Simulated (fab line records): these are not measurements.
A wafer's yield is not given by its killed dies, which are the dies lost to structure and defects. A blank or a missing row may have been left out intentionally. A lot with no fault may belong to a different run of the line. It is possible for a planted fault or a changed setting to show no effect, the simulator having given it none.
Chamber matching -- flow n5 finfet -- N5_PMOS_HMC_CHANNEL_EPI_ETCH_38 on rie si-06: 4 sister chambers
The step etches SiO2 in CF4, target depth 1.5 nm. 4 wafers are shown with their chamber, then 9 later ones without.

## WAFERS PAIRED WITH THEIR CHAMBERS
wafer,chamber,throttle valve pct (%)
L084.2,2,21.99
L086.6,1,21.86
L089.5,0,21.58
L089.6,3,21.55

## WAFERS WITH NO CHAMBER GIVEN
wafer,throttle valve pct (%)
L091.1,21.86
L091.2,21.59
L091.4,21.99
L095.3,21.58
L095.4,21.56
L095.6,21.98
L096.2,21.86
L096.4,21.58
L096.6,21.88

## THE CHAMBER EACH PASSED THROUGH
wafer,from the rows above,in truth
L091.1,1,1
L091.2,0,0
L091.4,2,2
L095.3,0,0
L095.4,can't be placed: 3 or 0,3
L095.6,2,2
L096.2,1,1
L096.4,0,0
L096.6,1,1
Correctly placed: 8 of 9. Can't be placed from these rows: 1 (the true chamber is among the candidates in 1). 0 placed wrongly.
How it was worked out, from the rows above alone: a wafer's distance from a chamber is the root of the sum, over the readings, of the square of ((its reading less the chamber's mean) divided by the reading's scatter). If the next closest chamber is less than 2 further off than the closest, the wafer can't be placed; otherwise it belongs to the closest. The mean given for a chamber averages the wafers shown for that chamber. The scatter: root of mean squared gap, hidden wafer to nearest shown wafer, with one shown wafer a chamber.
